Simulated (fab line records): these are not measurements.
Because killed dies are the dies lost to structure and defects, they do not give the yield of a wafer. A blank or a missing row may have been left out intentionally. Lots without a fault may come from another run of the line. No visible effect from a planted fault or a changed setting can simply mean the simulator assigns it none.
Which tool is to blame? || flow n5 finfet || Sampling: 12 lots, 36 wafers, 4 of 1938 route steps

== WHAT EACH GAUGE READ, for each wafer ==
N5_BEOL_M0_CUTY_CD_MEAS_57 targets a cd of 200 nm.
{"lot": "L075", "measured": "day 6 03:23", "on": "cd sem-02", "cd nm (nm)": "199.4 199.2 198.8"}
{"lot": "L077", "measured": "day 6 10:17", "on": "cd sem-03", "cd nm (nm)": "200.2 199.4 200.4"}
{"lot": "L079", "measured": "day 7 01:25", "on": "cd sem-03", "cd nm (nm)": "200.7 200.6 200.4"}
{"lot": "L081", "measured": "day 7 09:34", "on": "cd sem-03", "cd nm (nm)": "200.0 200.1 201.0"}
{"lot": "L083", "measured": "day 8 04:21", "on": "cd sem-03", "cd nm (nm)": "199.6 200.2 199.8"}
{"lot": "L085", "measured": "day 8 13:31", "on": "cd sem-02", "cd nm (nm)": "200.2 200.2 199.9"}
{"lot": "L087", "measured": "day 9 01:49", "on": "cd sem-03", "cd nm (nm)": "200.5 201.4 201.4"}
{"lot": "L089", "measured": "day 9 11:04", "on": "cd sem-01", "cd nm (nm)": "199.2 199.7 200.5"}
{"lot": "L091", "measured": "day 9 23:38", "on": "cd sem-03", "cd nm (nm)": "201.1 199.7 199.7"}
{"lot": "L093", "measured": "day 10 08:18", "on": "cd sem-02", "cd nm (nm)": "201.9 199.7 201.4"}
{"lot": "L095", "measured": "day 10 21:10", "on": "cd sem-01", "cd nm (nm)": "200.4 201.2 201.5"}
{"lot": "L097", "measured": "day 11 15:48", "on": "cd sem-01", "cd nm (nm)": "201.0 201.2 201.0"}

== TOOL THAT RAN EACH LOT (tool first, then ch and the chambers of the sampled wafers, then the start) ==
{"lot": "L075", "N5_BEOL_M0_SAQP_ETCH_101": "rie diel-03 ch 0,3, day 5 23:36", "N5_BEOL_M0_SAQP_ETCH_106": "rie diel-03 ch 0,2, day 6 00:16", "N5_BEOL_M0_SAQP_ALD_48": "ald sin-01 ch 1,2, day 6 02:10"}
{"lot": "L077", "N5_BEOL_M0_SAQP_ETCH_101": "rie diel-01 ch 0,1,2, day 6 06:48", "N5_BEOL_M0_SAQP_ETCH_106": "rie diel-06 ch 0,3, day 6 07:28", "N5_BEOL_M0_SAQP_ALD_48": "ald sin-01 ch 0,2,3, day 6 09:23"}
{"lot": "L079", "N5_BEOL_M0_SAQP_ETCH_101": "rie diel-03 ch 1,2,3, day 6 21:41", "N5_BEOL_M0_SAQP_ETCH_106": "rie diel-01 ch 0,1,2, day 6 22:20", "N5_BEOL_M0_SAQP_ALD_48": "ald sin-03 ch 0,1,2, day 7 00:22"}
{"lot": "L081", "N5_BEOL_M0_SAQP_ETCH_101": "rie diel-06 ch 0,2,3, day 7 05:59", "N5_BEOL_M0_SAQP_ETCH_106": "rie diel-03 ch 1,2,3, day 7 06:39", "N5_BEOL_M0_SAQP_ALD_48": "ald sin-02 ch 0,2, day 7 08:32"}
{"lot": "L083", "N5_BEOL_M0_SAQP_ETCH_101": "rie diel-06 ch 0,1,2, day 8 00:42", "N5_BEOL_M0_SAQP_ETCH_106": "rie diel-06 ch 0,2,3, day 8 01:22", "N5_BEOL_M0_SAQP_ALD_48": "ald sin-02 ch 0,1,2, day 8 03:20"}
{"lot": "L085", "N5_BEOL_M0_SAQP_ETCH_101": "rie diel-06 ch 1,2,3, day 8 09:13", "N5_BEOL_M0_SAQP_ETCH_106": "rie diel-01 ch 0,2,3, day 8 10:08", "N5_BEOL_M0_SAQP_ALD_48": "ald sin-01 ch 1,2,3, day 8 12:29"}
{"lot": "L087", "N5_BEOL_M0_SAQP_ETCH_101": "rie diel-01 ch 0,2,3, day 8 21:44", "N5_BEOL_M0_SAQP_ETCH_106": "rie diel-03 ch 0,2, day 8 22:33", "N5_BEOL_M0_SAQP_ALD_48": "ald sin-01 ch 0,1, day 9 00:48"}
{"lot": "L089", "N5_BEOL_M0_SAQP_ETCH_101": "rie diel-03 ch 0,1,3, day 9 07:24", "N5_BEOL_M0_SAQP_ETCH_106": "rie diel-06 ch 1,2,3, day 9 08:04", "N5_BEOL_M0_SAQP_ALD_48": "ald sin-01 ch 1,2,3, day 9 10:02"}
{"lot": "L091", "N5_BEOL_M0_SAQP_ETCH_101": "rie diel-03 ch 0,2,3, day 9 19:02", "N5_BEOL_M0_SAQP_ETCH_106": "rie diel-03 ch 0,2,3, day 9 20:02", "N5_BEOL_M0_SAQP_ALD_48": "ald sin-02 ch 0,1,3, day 9 22:44"}
{"lot": "L093", "N5_BEOL_M0_SAQP_ETCH_101": "rie diel-06 ch 0,1, day 10 04:40", "N5_BEOL_M0_SAQP_ETCH_106": "rie diel-01 ch 0,1,2, day 10 05:37", "N5_BEOL_M0_SAQP_ALD_48": "ald sin-03 ch 0,2,3, day 10 07:25"}
{"lot": "L095", "N5_BEOL_M0_SAQP_ETCH_101": "rie diel-06 ch 1,2, day 10 17:25", "N5_BEOL_M0_SAQP_ETCH_106": "rie diel-03 ch 0,1, day 10 18:05", "N5_BEOL_M0_SAQP_ALD_48": "ald sin-03 ch 0,2,3, day 10 20:09"}
{"lot": "L097", "N5_BEOL_M0_SAQP_ETCH_101": "rie diel-06 ch 0,2,3, day 11 12:07", "N5_BEOL_M0_SAQP_ETCH_106": "rie diel-06 ch 1,2,3, day 11 12:47", "N5_BEOL_M0_SAQP_ALD_48": "ald sin-02 ch 0,2,3, day 11 14:54"}
- N5_BEOL_M0_SAQP_ETCH_101: etches SiNx in CH3F/O2, target depth 29.9 nm, time 42.7 s.
- N5_BEOL_M0_SAQP_ETCH_106: etches SOC in N2/H2, stops on SiNx, target depth 150 nm.
- N5_BEOL_M0_SAQP_ALD_48: deposits SiO2, target thk 20 nm, pulse time 1 s, co reactant pulse time 1 s.

== THE ANSWER, worked out from the rows above alone ==
Rule: usual is defined by the lots themselves. The widest of any qualifying gaps counts: lots, ordered by their means at a reading, are off when they make up no more than a third of the lots, leave a main group of 4 or more, and stand apart from it by 3 or more times the standard deviation of that group's means. The tables above print the reading to a certain number of digits; a main group whose means all agree to those digits is not used. Also off: a lot with no number at a reading for which 4 or more lots have one. Where the step has rows for the other lots, those lots are counted as sound.
No lot is off on any of the readings shown, so nothing can be concluded from this.

== WHAT THE SIMULATOR PUT IN ==
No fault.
